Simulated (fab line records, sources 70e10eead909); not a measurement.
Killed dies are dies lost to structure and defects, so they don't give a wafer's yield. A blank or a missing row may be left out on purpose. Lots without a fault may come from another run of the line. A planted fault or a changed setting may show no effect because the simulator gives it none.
fab line records | flow nand_harc
record lots=6 wafers=18 last_day=24
route steps=1159 shown A_WL_FILL@820 END@1159
lots that met no fault: from a run of the same line without faults
start_h: hours from the record's first day to the start of the lot's first wafer shown | wait_h: hours since the lot's step before | " the same as in the row above | L1.1+2: a row that stands for several wafers | - no value, or no start given | * or withheld: withheld | < > ~ a bound
route shown NAME@n: a module of which the file shows steps, and the number in the route of the first | usual: mean/standard deviation of fault-free wafers | same: alike in all rows | chamber/n: place in a boat | sites: the reading at each site | _std_site: their standard deviation | _edge_site: outer sites' mean less inner sites' | radius_mm: how far each site lies from the wafer's centre | mask NAME#n: copy n | behind: the tool/chamber that last shaped the wafer | hold: why the lot was held/for how many hours/how that ended | device: the transistor (n, p or np) that didn't switch | end of line: the same wafers' tests at the end of the route | a step without rows: its recipe alone | killed: dies lost to structure and defects at the first sort, not the wafer's yield | map: a wafer's dies, x killed, . not, _ none there
set.NAME: the setting as run; set.NAME@STEP: as run at that earlier step | model.NAME: the simulator's own value behind a step, which no gauge read
lots at some steps of the route; a table a step, a row a wafer
services: from which hour (start_h, from the record's first day; less than 0 if before it) a tool's chamber was out of use, for how many hours, and why
## steps
# step NHARC_A_WL_FILL_ANNEAL_08
# recipe temp_c=450 time_s=1800
# step NHARC_A_WL_FILL_ALD_10
# recipe target_thk_a=500 pulse_time_s=10 ald_cycles=500 temp_c=300 material=SiO2
# usual ald_cycles=500/0 heater_power_outer_w=271/24 heater_power_w=467/45 precursor_pulse_height_rel=1.000/0.02 susceptor_temp_C=300.02/0.18
# columns lot.wafer tool chamber start_h wait_h ald_cycles heater_power_outer_w heater_power_w precursor_pulse_height_rel susceptor_temp_C
L773.2 ald_hk-01 0 355.03 1.1 500 297 512 1.009 300.06
L773.3 " 1 " " 500 244 419 1.004 300.26
L773.6 " 3 356.57 2.6 500 238 402 0.988 299.76
L780.3 ald_hk-04 3 390.93 0.6 500 243 385 0.974 300.00
L780.5 " 2 392.47 2.1 500 249 432 0.995 299.93
L780.6 " 3 " " 500 243 401 0.965 300.42
L783.3 ald_hk-03 0 409.30 0.1 500 284 462 1.054 299.89
L783.6 " 0 411.35 2.1 500 271 474 1.002 299.92
L783.5 " 1 " " 500 273 478 1.007 300.02
L790.1 ald_hk-01 0 448.65 1.1 500 308 535 1.012 299.83
L790.2 " 1 " " 500 241 407 0.965 300.08
L790.5 " 3 450.20 2.6 500 261 433 1.043 300.14
L792.1 ald_hk-01 3 454.73 1.1 500 256 443 0.989 300.05
L792.6 " 1 455.77 2.1 500 243 403 1.018 300.25
L792.5 " 2 " " 500 252 446 1.022 300.10
L795.3 ald_hk-04 1 479.78 1.1 500 276 506 0.971 300.41
L795.2 " 2 " " 500 251 443 1.012 300.11
L795.5 " 3 " " 500 245 395 1.016 300.02
# step NHARC_A_WL_FILL_ETCHBACK_16
# recipe target_depth_a=880 time_s=17.6 c4f8_flow_sccm=withheld o2_flow_sccm=8 ar_flow_sccm=withheld rf_w=600 bias_w=800 chemistry=C4F8/O2/Ar
# usual oes_product_au=0.982/0.028 rf_vpp_V=723/4.2
# columns lot.wafer tool chamber start_h wait_h oes_product_au rf_hours_counter_h rf_vpp_V
L773.3 rie_diel-09 0 - - 1.021 2.9 719
L773.2 " 1 " " 0.982 3.3 718
L773.6 " 0 " " 1.015 - 721
L780.3 rie_diel-09 3 - - 0.910 4.4 718
L780.6 " 2 " " 0.937 - 724
L780.5 " 3 " " 0.920 - 718
L783.3 rie_diel-09 0 - - 0.937 5.1 720
L783.5 " 2 " " 0.931 - 725
L783.6 " 3 " " 0.916 - 718
L790.1 rie_diel-09 1 - - 0.977 0.3 718
L790.2 " 3 " " 0.987 0.3 719
L790.5 " 2 " " 1.001 - 723
L792.1 rie_diel-11 3 - - 1.013 2.0 720
L792.5 " 0 " " 0.995 - 726
L792.6 " 1 " " 1.001 - 722
L795.3 rie_diel-11 2 - - 0.994 2.8 719
L795.2 " 3 " " 1.006 2.7 719
L795.5 " 2 " " 0.995 - 718
# step NHARC_A_WL_FILL_STRIP_29
# recipe time_s=20 o2_flow_sccm=500 ar_flow_sccm=0 bias_w=0 chemistry=O2
# step NHARC_A_WL_FILL_ETCHBACK_17
# recipe target_depth_a=40 time_s=26.7 chemistry=Cl2/BCl3
# usual drypump_motor_current_A=5.67/0.25 he_backside_leak_sccm=3.26/0.28 oes_product_au=0.998/0.01
# columns lot.wafer tool chamber start_h wait_h drypump_motor_current_A he_backside_leak_sccm oes_product_au rf_hours_counter_h
L773.2 rie_metal-01 1 358.86 - 5.36 3.14 0.992 0.7
L773.3 " 0 " " 5.45 3.29 1.009 -
L773.6 " 1 " " 5.36 3.15 0.997 -
L780.3 rie_metal-03 1 395.29 - 5.79 3.31 0.990 -
L780.5 " 0 " " 5.92 3.13 0.991 -
L780.6 " 1 " " 5.77 3.22 0.983 -
L783.3 rie_metal-02 1 414.17 - 6.05 3.11 0.990 -
L783.5 " 0 " " 5.68 3.22 0.999 -
L783.6 " 1 " " 6.03 3.23 0.999 -
L790.1 rie_metal-01 1 452.47 - 5.35 2.99 0.991 3.3
L790.2 " 0 " " 5.45 3.49 1.007 3.3
L790.5 " 1 " " 5.36 3.09 0.991 -
L792.1 rie_metal-02 0 458.55 - 5.70 3.49 0.987 1.6
L792.6 " 1 " " 6.01 2.87 1.001 -
L792.5 " 0 " " 5.68 3.43 0.986 -
L795.2 rie_metal-03 1 483.61 - 5.77 3.17 0.994 0.5
L795.3 " 1 " " 5.78 3.26 0.983 -
L795.5 " 0 " " 5.92 3.09 1.001 -
# step NHARC_A_WL_FILL_PRECLEAN_18
# recipe time_s=30 chemistry=dHF
# step NHARC_A_WL_FILL_SRD_21
# step NHARC_A_WL_FILL_CVD_23
# recipe target_thk_a=400 temp_c=620 pressure_mtorr=200 time_s=800 material=poly-Si
# step NHARC_A_WL_FILL_ETCHBACK_26
# recipe target_depth_a=520 time_s=13.3 hbr_flow_sccm=150 rf_w=350 icp_w=350 bias_w=60 chemistry=HBr
# usual drypump_motor_current_A=5.6/0.33 he_backside_leak_sccm=2.72/0.25 oes_product_au=1.001/0.011 throttle_valve_pct=23.267/0.0097
# columns lot.wafer tool chamber start_h wait_h drypump_motor_current_A he_backside_leak_sccm oes_product_au rf_hours_counter_h throttle_valve_pct
L773.3 rie_si-03 2 363.88 0.4 5.6 2.95 1.014 0.2 23.284
L773.2 " 0 " " 6.0 2.97 0.996 0.2 23.259
L773.6 " 2 " " 5.6 3.08 1.013 - 23.271
L780.3 rie_si-04 2 400.32 0.4 5.7 2.52 0.991 0.9 23.272
L780.5 " 3 " " 5.7 2.79 0.978 - 23.269
L780.6 " 0 " " 5.5 2.62 0.993 - 23.294
L783.3 rie_si-04 2 419.15 0.4 5.6 2.50 0.999 1.0 23.270
L783.5 " 2 " " 5.6 2.60 1.003 - 23.257
L783.6 " 3 " " 5.7 2.82 0.979 - 23.265
L790.2 rie_si-05 2 457.83 0.4 5.7 2.83 1.011 0.3 23.268
L790.1 " 3 " " 6.3 2.27 1.005 0.3 23.289
L790.5 " 1 " " 5.9 2.28 1.001 - 23.252
L792.1 rie_si-05 0 463.63 0.4 5.2 3.01 1.005 0.3 23.272
L792.6 " 2 " " 5.7 2.75 0.995 - 23.272
L792.5 " 3 " " 6.3 2.36 1.004 - 23.272
L795.2 rie_si-03 3 489.02 0.4 5.5 3.06 1.002 1.1 23.273
L795.3 " 0 " " 6.0 2.80 1.011 1.2 23.273
L795.5 " 1 " " 5.1 2.79 1.009 - 23.260
# step NHARC_A_WL_FILL_PRECLEAN_30
# recipe time_s=10 chemistry=dHF
# step NHARC_A_WL_FILL_SRD_14
# step NHARC_A_WL_FILL_ALD_19
# recipe target_thk_a=20 pulse_time_s=3 ald_cycles=100 temp_c=450 material=TiN
# usual ald_cycles=100/0 heater_power_outer_w=645/95 heater_power_w=1045/130 precursor_pulse_height_rel=0.999/0.019 susceptor_temp_C=449.95/0.24
# columns lot.wafer tool chamber start_h wait_h ald_cycles heater_power_outer_w heater_power_w precursor_pulse_height_rel susceptor_temp_C
L773.3 ald_metal-01 3 364.15 0.1 100 525 880 1.001 449.66
L773.2 " 0 " " 100 622 1051 0.977 450.16
L773.6 " 2 " " 100 592 970 0.983 449.93
L780.3 ald_metal-01 1 400.60 0.2 100 590 935 0.989 449.52
L780.6 " 2 " " 100 575 976 1.021 450.31
L780.5 " 3 " " 100 519 906 0.994 449.73
L783.3 ald_metal-02 0 419.42 0.1 100 616 1016 0.981 449.74
L783.6 " 0 " " 100 610 939 0.989 449.77
L783.5 " 1 " " 100 839 1192 1.000 450.19
L790.2 ald_metal-02 3 458.10 0.1 100 510 823 0.999 449.70
L790.1 " 1 " " 100 846 1157 1.010 450.03
L790.5 " 3 " " 93 537 815 0.972 449.94
L792.1 ald_metal-02 2 463.93 0.2 100 632 1030 0.993 449.60
L792.5 " 3 " " 93 527 805 0.995 450.25
L792.6 " 0 " " 100 605 987 0.972 450.18
L795.2 ald_metal-01 0 489.30 0.1 100 583 1009 0.982 -
L795.3 " 1 " " 100 617 993 1.033 -
L795.5 " 2 " " 100 560 919 1.037 -
# step NHARC_A_WL_FILL_CVD_20
# recipe target_thk_a=750 temp_c=300 pressure_torr=40 wf6_flow_sccm=40 h2_flow_sccm=1600 ar_flow_sccm=1560 time_s=5064 material=W
# usual heater_power_outer_w=274/11 heater_power_w=489/16 susceptor_temp_C=299.98/0.2 throttle_valve_pct=7.90/0.22
# columns lot.wafer tool chamber start_h wait_h heater_power_outer_w heater_power_w susceptor_temp_C throttle_valve_pct
L773.2 cvd_w-02 0 - - 259 483 299.85 7.69
L773.3 " 0 " " 266 483 300.02 7.81
L773.6 " 1 " " 289 523 299.80 8.16
L780.3 cvd_w-01 1 - - 283 492 299.95 7.75
L780.6 " 0 " " 283 502 299.64 8.01
L780.5 " 1 " " 287 487 299.66 7.98
L783.3 cvd_w-02 0 - - 256 457 - 7.84
L783.5 " 0 " " 260 462 - 7.55
L783.6 " 1 " " 279 489 - 7.80
L790.2 cvd_w-01 1 - - 287 486 299.98 8.17
L790.1 " 0 " " 277 505 299.89 8.29
L790.5 " 0 " " 277 501 300.02 8.14
L792.1 cvd_w-01 1 - - 285 476 299.85 7.78
L792.6 " 1 " " 280 485 299.86 8.03
L792.5 " 0 " " 279 500 299.96 7.95
L795.2 cvd_w-02 0 - - 262 463 - 7.82
L795.3 " 1 " " 277 489 - 7.74
L795.5 " 1 " " 276 495 - 7.78
# step NHARC_END_SORT_01
# recipe temp_c=25
# usual killed_at_array=27/11 killed_at_other=0.7/1.1 killed_at_periphery=3.4/2.1 killed_dies=31/12 killed_open=3.6/2 killed_short=2.0/1.3
# same gross_dies=677
# columns lot.wafer tool chamber start_h wait_h killed_at_array killed_at_other killed_at_periphery killed_dies killed_open killed_short
L773.2 prober-02 0 451.56 2.8 22 0 3 25 1 0
L773.3 prober-02 0 452.35 3.1 28 0 2 30 6 1
L773.6 prober-02 0 454.73 4.0 45 0 4 49 6 3
L780.3 prober-01 0 487.57 3.1 18 0 4 22 3 1
L780.5 prober-01 0 489.17 3.7 18 0 3 21 3 3
L780.6 prober-01 0 489.98 4.0 21 1 2 24 2 4
L783.3 prober-01 0 499.99 3.1 35 0 0 35 1 0
L783.5 prober-01 0 501.60 3.7 36 1 3 40 4 4
L783.6 prober-01 0 502.40 4.0 35 0 2 37 2 2
L790.1 prober-02 0 532.62 2.5 14 1 0 15 3 2
L790.2 prober-02 0 533.41 2.8 16 1 5 22 5 3
L790.5 prober-02 0 535.80 3.7 15 0 5 20 6 3
L792.1 prober-01 0 546.44 2.5 29 0 1 30 6 0
L792.5 prober-01 0 549.64 3.7 29 0 3 32 2 1
L792.6 prober-01 0 550.44 4.0 22 1 5 28 4 1
L795.2 prober-01 0 571.81 2.8 18 0 2 20 2 5
L795.3 prober-01 0 572.64 3.2 20 1 3 24 7 0
L795.5 prober-01 0 574.29 3.8 17 0 2 19 1 2
# killed by level:class
L773.2 A_CHANNEL_HOLE_D1:chamber_film_flake=10 A_STAIRCASE:chamber_film_flake=5 A_SLIT:chamber_film_flake=5 P_M1:chamber_film_flake=3 A_CONTACT:geometric_particle:open=1 A_WL_FILL:chamber_film_flake=1
L773.3 A_CHANNEL_HOLE_D1:chamber_film_flake=11 A_SLIT:chamber_film_flake=5 A_CONTACT:geometric_particle:open=3 A_CONTACT:chamber_film_flake=3 A_STAIRCASE:chamber_film_flake=2 P_CONTACT:geometric_particle:open=1 A_ONON_D1:geometric_particle:open=1 A_SGD_CUT:geometric_particle:open=1
L773.6 A_CHANNEL_HOLE_D1:chamber_film_flake=19 A_SLIT:chamber_film_flake=9 A_STAIRCASE:chamber_film_flake=4 P_M1:chamber_film_flake=3 A_CONTACT:geometric_particle:open=2 A_CONTACT:chamber_film_flake=2 A_M1:chamber_film_flake=2 P_CONTACT:geometric_particle:open=1
L780.3 A_CHANNEL_HOLE_D1:chamber_film_flake=5 A_STAIRCASE:chamber_film_flake=4 A_SLIT:chamber_film_flake=3 P_ZERO_WELL:chamber_film_flake=2 P_CONTACT:geometric_particle:open=1 A_SOURCE_PLATE:geometric_particle:open=1 A_WL_FILL:geometric_particle:short=1 A_WL_FILL:geometric_particle:open=1
L780.5 A_SLIT:chamber_film_flake=4 A_CONTACT:chamber_film_flake=4 A_CONTACT:geometric_particle:short=2 A_CONTACT:geometric_particle:open=2 P_GATE:chamber_film_flake=2 A_CHANNEL_FILL_D1:chamber_film_flake=2 A_CHANNEL_FILL_D1:geometric_particle:short=1 A_M0:geometric_particle:open=1
L780.6 A_SLIT:chamber_film_flake=9 A_M0:geometric_particle:short=2 A_CHANNEL_HOLE_D1:chamber_film_flake=2 A_STAIRCASE:chamber_film_flake=2 A_CONTACT:chamber_film_flake=2 A_CHANNEL_FILL_D1:geometric_particle:short=1 A_CONTACT:geometric_particle:open=1 A_CONTACT:geometric_particle:short=1
L783.3 A_CHANNEL_HOLE_D1:chamber_film_flake=22 A_STAIRCASE:chamber_film_flake=8 A_M0:geometric_particle:open=1 A_ZERO_WELL:chamber_film_flake=1 A_SGD_CUT:chamber_film_flake=1 A_WL_FILL:chamber_film_flake=1 A_CONTACT:chamber_film_flake=1
L783.5 A_CHANNEL_HOLE_D1:chamber_film_flake=18 A_STAIRCASE:chamber_film_flake=8 A_CONTACT:chamber_film_flake=3 P_GATE:geometric_particle:open=1 P_M0:geometric_particle:open=1 A_CHANNEL_HOLE_D1:geometric_particle:short=1 A_CHANNEL_HOLE_D1:geometric_particle:open=1 A_CHANNEL_FILL_D1:geometric_particle:short=1
L783.6 A_CHANNEL_HOLE_D1:chamber_film_flake=23 A_WL_FILL:chamber_film_flake=4 A_STAIRCASE:chamber_film_flake=3 A_CONTACT:chamber_film_flake=2 P_CONTACT:geometric_particle:open=1 A_CHANNEL_FILL_D1:geometric_particle:short=1 A_SGD_CUT:geometric_particle:short=1 A_M1:geometric_particle:open=1
L790.1 A_SLIT:chamber_film_flake=8 A_BLC:geometric_particle:open=2 A_CHANNEL_HOLE_D1:chamber_film_flake=2 A_CHANNEL_FILL_D1:geometric_particle:short=1 A_M0:geometric_particle:short=1 STARTING-WAFER:geometric_particle:open=1
L790.2 A_SLIT:chamber_film_flake=8 P_CONTACT:geometric_particle:open=2 A_CHANNEL_HOLE_D1:chamber_film_flake=2 A_CONTACT:chamber_film_flake=2 P_GATE:geometric_particle:short=1 A_CHANNEL_FILL_D1:geometric_particle:short=1 A_WL_FILL:geometric_particle:short=1 A_BLC:geometric_particle:open=1
L790.5 A_SLIT:chamber_film_flake=4 A_CHANNEL_HOLE_D1:chamber_film_flake=3 A_CONTACT:geometric_particle:short=2 P_STI:chamber_film_flake=2 P_CONTACT:geometric_particle:open=1 P_M0:geometric_particle:open=1 A_SOURCE_PLATE:geometric_particle:open=1 A_CHANNEL_FILL_D1:geometric_particle:short=1
L792.1 A_SLIT:chamber_film_flake=14 A_CHANNEL_HOLE_D1:chamber_film_flake=6 A_SGD_CUT:chamber_film_flake=3 A_BLC:geometric_particle:open=2 P_M0:geometric_particle:open=1 A_SOURCE_PLATE:geometric_particle:open=1 A_CONTACT:geometric_particle:open=1 A_M1:geometric_particle:open=1
L792.5 A_SLIT:chamber_film_flake=14 A_SGD_CUT:chamber_film_flake=6 A_CHANNEL_HOLE_D1:chamber_film_flake=5 P_M0:geometric_particle:short=1 A_CONTACT:geometric_particle:open=1 A_M1:geometric_particle:open=1 P_GATE:chamber_film_flake=1 P_BONDPAD:chamber_film_flake=1
L792.6 A_SGD_CUT:chamber_film_flake=6 A_SLIT:chamber_film_flake=6 P_BONDPAD:chamber_film_flake=5 A_CHANNEL_HOLE_D1:chamber_film_flake=5 A_CONTACT:geometric_particle:open=2 A_SOURCE_PLATE:geometric_particle:open=1 A_WL_FILL:geometric_particle:short=1 A_M1:geometric_particle:open=1
L795.2 A_CHANNEL_HOLE_D1:chamber_film_flake=7 A_WL_FILL:geometric_particle:short=3 A_M0:chamber_film_flake=3 P_GATE:chamber_film_flake=2 A_CHANNEL_FILL_D1:geometric_particle:open=1 A_SGD_CUT:geometric_particle:short=1 A_CONTACT:geometric_particle:short=1 A_CONTACT:geometric_particle:open=1
L795.3 A_CHANNEL_HOLE_D1:chamber_film_flake=6 A_CONTACT:chamber_film_flake=6 P_CONTACT:geometric_particle:open=1 P_M0:geometric_particle:open=1 A_ONON_D1:geometric_particle:open=1 A_WL_FILL:geometric_particle:open=1 A_CONTACT:geometric_particle:open=1 A_M0:geometric_particle:open=1
L795.5 A_CHANNEL_HOLE_D1:chamber_film_flake=9 P_GATE:chamber_film_flake=2 A_CONTACT:chamber_film_flake=2 A_CHANNEL_FILL_D1:chamber_film_flake=1 A_ONON_D1:geometric_particle:open=1 A_CHANNEL_FILL_D1:geometric_particle:short=1 A_BLC:geometric_particle:short=1 A_WL_FILL:chamber_film_flake=1
## services
# columns tool chamber start_h hours kind
rie_metal-01 - 332.00 9.0 pm
rie_si-03 - 332.00 9.0 pm
rie_diel-09 0 337.46 6.1 repair
rie_metal-03 - 341.81 3.8 repair
rie_si-04 3 362.43 4.3 repair
ald_metal-02 - 364.00 10.0 pm
ald_hk-04 - 364.61 10.0 pm
rie_diel-11 - 366.50 9.0 pm
rie_diel-09 3 367.91 4.9 repair
cvd_w-02 - 379.10 13.0 pm
rie_si-04 3 381.93 3.3 repair
rie_metal-02 - 382.88 0.7 repair
ald_metal-01 0 384.01 25.9 repair
rie_si-04 0 385.54 7.9 repair
rie_metal-02 - 388.00 9.0 pm
rie_metal-03 1 399.65 4.1 repair
ald_metal-01 3 401.34 6.4 repair
rie_diel-11 1 406.67 7.5 repair
ald_metal-01 1 422.65 23.8 repair
rie_diel-09 - 431.10 9.0 pm
ald_metal-01 3 431.78 16.2 repair
rie_diel-09 0 442.60 2.9 repair
ald_metal-01 - 458.00 10.0 pm
cvd_w-01 - 481.51 13.0 pm
## key
first_sign step=NHARC_A_WL_FILL_ALD_19 reading=ald_cycles direction=down sigmas=99+ usual=100 struck=93
effect none on later readings
met_at NHARC_A_WL_FILL_ALD_19
struck_wafers L790.5,L792.5
tester_left_out L790,L792
onset_between 419.42 458.10
fault kind=process_parameter_drift tool=ald_metal-02 chamber=- onset_h=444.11 steps=NHARC_A_WL_FILL_ALD_19 channel=ald_cycles offset=-7 shape=step end_h=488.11 scope=struck_wafers_only acts_in=these_recipes_only stated=100
# tester_left_out: of these lots the tester's yield and bins aren't shown, on N5 and GAA mostly nor the transistor test; their killed dies are dies lost to structure and defects alone, not to doping, threshold or leakage, so they don't give the yield
